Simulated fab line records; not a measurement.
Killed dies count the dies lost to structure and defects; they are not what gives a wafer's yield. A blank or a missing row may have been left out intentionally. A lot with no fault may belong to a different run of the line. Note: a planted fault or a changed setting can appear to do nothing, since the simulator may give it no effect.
Which tool is to blame? ; flow n5_finfet ; 36 wafers from 12 lots sampled at 4 of the route's 1938 steps

== WHAT THE GAUGES SHOWED, per wafer ==
N5_BEOL_M11_OVL_MEAS_12.
lot;measured;on;M11_OVL (nm)
L848;day 9 11:52;overlay-01;1.1 -0.5 0.4
L852;day 11 00:58;overlay-01;-0.5 0.7 0.9
L849;day 11 07:34;overlay-01;0.9 -0.5 -0.2
L854;day 11 19:03;overlay-01;-1.1 -0.4 0.0
L853;day 11 22:31;overlay-01;0.8 -0.1 0.1
L857;day 12 21:56;overlay-02;0.8 -0.6 0.4
L858;day 13 01:26;overlay-01;-0.4 -0.1 1.0
L859;day 13 05:26;overlay-01;0.0 0.3 -1.4
L860;day 13 14:29;overlay-01;1.3 1.4 1.3
L867;day 15 11:01;overlay-02;-1.8 -1.2 0.3
L870;day 16 01:54;overlay-02;0.9 0.0 0.7
L871;day 16 06:51;overlay-02;-0.5 -1.2 -0.8

== WHICH TOOL RAN EACH LOT (tool, then ch and the chambers of the sampled wafers, then the start) ==
lot;N5_BEOL_M10_DEGAS_44;N5_BEOL_M11_HM_DEP_02;N5_BEOL_M11_COAT_59
L848;pvd_sputter-01, day 9 07:09;pvd_sputter-01, day 9 11:16;litho_track-01 ch 0, day 9 11:24
L852;pvd_sputter-02, day 10 20:44;pvd_sputter-01, day 11 00:26;litho_track-02 ch 0, day 11 00:34
L849;pvd_sputter-01, day 11 01:32;pvd_sputter-02, day 11 07:10;litho_track-05 ch 0, day 11 07:17
L854;pvd_sputter-03, day 11 13:13;pvd_sputter-02, day 11 18:31;litho_track-01 ch 0, day 11 18:39
L853;pvd_sputter-01, day 11 19:00;pvd_sputter-02, day 11 21:59;litho_track-05 ch 0, day 11 22:07
L857;pvd_sputter-03, day 12 17:51;pvd_sputter-01, day 12 21:23;litho_track-05 ch 0, day 12 21:30
L858;pvd_sputter-02, day 12 21:09;pvd_sputter-02, day 13 00:55;litho_track-01 ch 0, day 13 01:02
L859;pvd_sputter-01, day 13 00:38;pvd_sputter-03, day 13 05:02;litho_track-05 ch 0, day 13 05:10
L860;pvd_sputter-01, day 13 11:00;pvd_sputter-01, day 13 14:05;litho_track-01 ch 0, day 13 14:13
L867;pvd_sputter-01, day 15 06:27;pvd_sputter-01, day 15 10:25;litho_track-01 ch 0, day 15 10:33
L870;pvd_sputter-03, day 15 20:34;pvd_sputter-02, day 16 01:23;litho_track-01 ch 0, day 16 01:30
L871;pvd_sputter-03, day 16 01:44;pvd_sputter-01, day 16 06:26;litho_track-05 ch 0, day 16 06:34
- N5_BEOL_M10_DEGAS_44: time 60 s.
- N5_BEOL_M11_HM_DEP_02: deposits TiN, target thk 20 nm.
- N5_BEOL_M11_COAT_59: time 60 s, resist thk 100 nm.

== AS READ BY THE TOOLS THEMSELVES (means over the sampled wafers that have a number; for cases with no such wafer, the mark the record gives instead) ==
N5_BEOL_M10_DEGAS_44.
lot;tool;heater_power_w (W)
L848;pvd_sputter-01;317
L852;pvd_sputter-02;338
L849;pvd_sputter-01;331
L854;pvd_sputter-03;299
L853;pvd_sputter-01;309
L857;pvd_sputter-03;306
L858;pvd_sputter-02;342
L859;pvd_sputter-01;316
L860;pvd_sputter-01;300
L867;pvd_sputter-01;284
L870;pvd_sputter-03;334
L871;pvd_sputter-03;327

N5_BEOL_M11_HM_DEP_02.
lot;tool;throttle_valve_pct (%)
L848;pvd_sputter-01;30.6
L852;pvd_sputter-01;30.2
L849;pvd_sputter-02;29.1
L854;pvd_sputter-02;29.2
L853;pvd_sputter-02;29.2
L857;pvd_sputter-01;30.3
L858;pvd_sputter-02;29.4
L859;pvd_sputter-03;29.1
L860;pvd_sputter-01;30.6
L867;pvd_sputter-01;29.9
L870;pvd_sputter-02;29.1
L871;pvd_sputter-01;30.5

N5_BEOL_M11_COAT_59.
lot;tool;dispense_pressure_kPa (kPa);resist_line_temp_C (C);spin_speed_rpm (rpm)
L848;litho_track-01;47.8;23.12;1500.7
L852;litho_track-02;41.4;22.94;1499.7
L849;litho_track-05;43.4;22.93;1499.6
L854;litho_track-01;47.8;23.03;1500.0
L853;litho_track-05;43.4;22.86;1501.5
L857;litho_track-05;43.4;22.92;1500.5
L858;litho_track-01;47.8;22.98;1499.9
L859;litho_track-05;43.4;23.07;1499.5
L860;litho_track-01;47.8;22.91;1499.1
L867;litho_track-01;47.8;23.01;1427.6
L870;litho_track-01;47.8;23.15;1428.5
L871;litho_track-05;43.4;22.90;1499.8

== THE ANSWER, worked out from the rows above alone ==
Rule: the lots themselves supply what counts as usual. The widest of any qualifying gaps counts: lots, ordered by their means at a reading, are off when they make up no more than a third of the lots, leave a main group of 4 or more, and stand apart from it by 3 or more times the standard deviation of that group's means. The tables above print the reading to a certain number of digits; a main group whose means all agree to those digits is not used. A lot without any number at a reading at which 4 lots or more have one is off too. The other lots that the step has rows for count as sound. First the gauges in route order, then the tools' own readings, where a lot's mean is used as printed above. The first step at which some lot is off is used, and at that step the reading that is off furthest; a lot without a number counts as furthest.
Off at N5_BEOL_M11_COAT_59 (spin_speed_rpm): L867, L870. The main group: mean 1500.0 rpm, standard deviation 0.66.
If a tool, at that step or one of the process steps before it, ran each lot that is off and ran no sound lot following the first of them, it fits. One candidate fits, namely litho_track-01 at N5_BEOL_M11_COAT_59. Its last sound lot is L860 (day 13 14:13), its first lot that is off L867 (day 15 10:33): a fault that began between those two fits.
On the lots that are off, the tool's own readings at N5_BEOL_M11_COAT_59 differ by more than 5 times the standard deviation of the sound lots' means, which bears it out; spin_speed_rpm reads 1428.0 rpm there versus 1500.0 rpm on the sound lots.

== WHAT THE SIMULATOR HAD PUT IN ==
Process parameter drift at N5_BEOL_M11_COAT_59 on litho_track-01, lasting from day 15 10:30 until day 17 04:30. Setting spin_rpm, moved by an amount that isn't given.
Shown lots that were struck: L867, L870. Same finding as the rule above.
